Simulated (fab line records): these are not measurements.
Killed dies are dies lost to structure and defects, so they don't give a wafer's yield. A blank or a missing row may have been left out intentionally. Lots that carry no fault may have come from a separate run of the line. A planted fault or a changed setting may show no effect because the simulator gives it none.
Chamber matching + flow n5_finfet + N5_WELL_APT_DESCUM_30 on rie_diel-03: 4 sister chambers
The step chemistry O2, time 7.9 s. 8 wafers are shown with their chamber, then 8 later ones without.

EACH WAFER AND ITS CHAMBER
| wafer  | chamber | drypump_motor_current_A (A) | showerhead_plenum_p_Torr (Torr) |
|--------|---------|-----------------------------|---------------------------------|
| L083.4 | 2       | 4.95                        | 1.99                            |
| L084.4 | 2       | 4.93                        | 1.99                            |
| L084.5 | 0       | 5.85                        | 2.15                            |
| L084.6 | 1       | 5.83                        | 2.17                            |
| L090.1 | 0       | 5.84                        | 2.14                            |
| L090.2 | 1       | 5.86                        | 2.16                            |
| L090.4 | 3       | 5.43                        | 2.16                            |
| L091.2 | 3       | 5.43                        | 2.16                            |

WAFERS MISSING THEIR CHAMBER
| wafer  | drypump_motor_current_A (A) | showerhead_plenum_p_Torr (Torr) |
|--------|-----------------------------|---------------------------------|
| L091.4 | 5.44                        | 2.16                            |
| L091.5 | 5.82                        | 2.16                            |
| L096.2 | 5.42                        | 2.16                            |
| L096.3 | 5.84                        | 2.16                            |
| L096.5 | 5.43                        | 2.16                            |
| L097.2 | 4.94                        | 2.24                            |
| L097.4 | 5.84                        | 2.16                            |
| L097.6 | 5.84                        | 2.16                            |

WHICH CHAMBER EACH WENT THROUGH
| wafer  | from the rows above     | in truth                   |
|--------|-------------------------|----------------------------|
| L091.4 | 3                       | 3                          |
| L091.5 | can't be placed: 1 or 0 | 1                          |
| L096.2 | 3                       | 3                          |
| L096.3 | can't be placed: 1 or 0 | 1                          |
| L096.5 | 3                       | 3                          |
| L097.2 | 3                       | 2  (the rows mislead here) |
| L097.4 | can't be placed: 1 or 0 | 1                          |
| L097.6 | can't be placed: 1 or 0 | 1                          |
Correct placement for 3 of the 8. Cannot be placed on the basis of these rows: 4; the candidates contain the true chamber in 4. Placed wrongly: 1.
How it was worked out, from the rows above alone: a wafer's distance from a chamber is the root of the sum, over the readings, of the square of ((its reading less the chamber's mean) divided by the reading's scatter). If the next closest chamber is less than 2 further off than the closest, the wafer can't be placed; otherwise it belongs to the closest. The mean given for a chamber averages the wafers shown for that chamber. The scatter is the square root of a quotient: the sum, over the shown wafers, of each reading's squared deviation from its chamber's mean, divided by wafers minus chambers.
